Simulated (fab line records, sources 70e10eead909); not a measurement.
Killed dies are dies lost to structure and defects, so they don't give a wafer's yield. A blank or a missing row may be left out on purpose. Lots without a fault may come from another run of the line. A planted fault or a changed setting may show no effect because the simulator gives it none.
A struck lot beside a sound one | flow nand_harc | 10 steps out of a route of 1302
Sound: wafers L244.1, L244.5, L244.6. Struck: wafers L255.2, L255.3. The cause comes at the end.
At each step with rows: each side's tool, then ch and its chambers, then its first start. Under that, the readings that differ: sound wafers | struck wafers | difference of the means | sigmas: that difference in standard deviations of wafers without a fault.
alike: readings whose means differ by less than 2 such deviations, and words and numbers that are the same on both sides. not compared: withheld readings, readings that some wafer has no value for, bounds like >300 that may hide the same value, and numbers for which the record gives no deviation and whose values overlap.
The two part at a step that has a row with sigmas, a row that says differs or no value, or rows on one side only. Numbers that don't overlap but have no deviation are shown without sigmas and don't part them. A reading that every wafer of one side lacks parts them only if that side has two wafers or more.

NHARC_P_START_INSPECT_01:
  sound on defect_inspect-01, day 3 02:02; struck on defect_inspect-02, day 7 16:02
  alike: raw_defect_count
then, 7 steps without rows for these wafers: NHARC_P_ZERO_WELL_PRECLEAN_00 (cleans in SPM, time 600 s); NHARC_P_ZERO_WELL_SRD_01; NHARC_P_ZERO_WELL_PECVD_02 (deposits SiO2, target thk 10 nm); NHARC_P_ZERO_WELL_DEHYDRATE_03 (time 120 s); NHARC_P_ZERO_WELL_HMDS_04 (time 30 s); NHARC_P_ZERO_WELL_COAT_64 (time 65 s); NHARC_P_ZERO_WELL_COAT_05 (resist thk 600 nm).
NHARC_P_ZERO_WELL_SOFTBAKE_06: time 70 s.
  sound on litho_track-03 ch 0, day 3 02:00; struck on litho_track-03 ch 0, day 7 16:00
  reading                  | sound             | struck      | difference | sigmas
  heater_power_total_W (W) | 200.8 202.5 199.9 | 207.3 206.4 | +5.8       | +4
then, 1 step without rows for these wafers: NHARC_P_ZERO_WELL_EBR_07.

WHERE THEY PART
Only at NHARC_P_ZERO_WELL_SOFTBAKE_06, within this record.

WHY: what the simulator had put in
Process parameter drift: litho_track-03, from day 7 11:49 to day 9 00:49, at NHARC_P_ZERO_WELL_SOFTBAKE_06. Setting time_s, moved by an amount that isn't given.
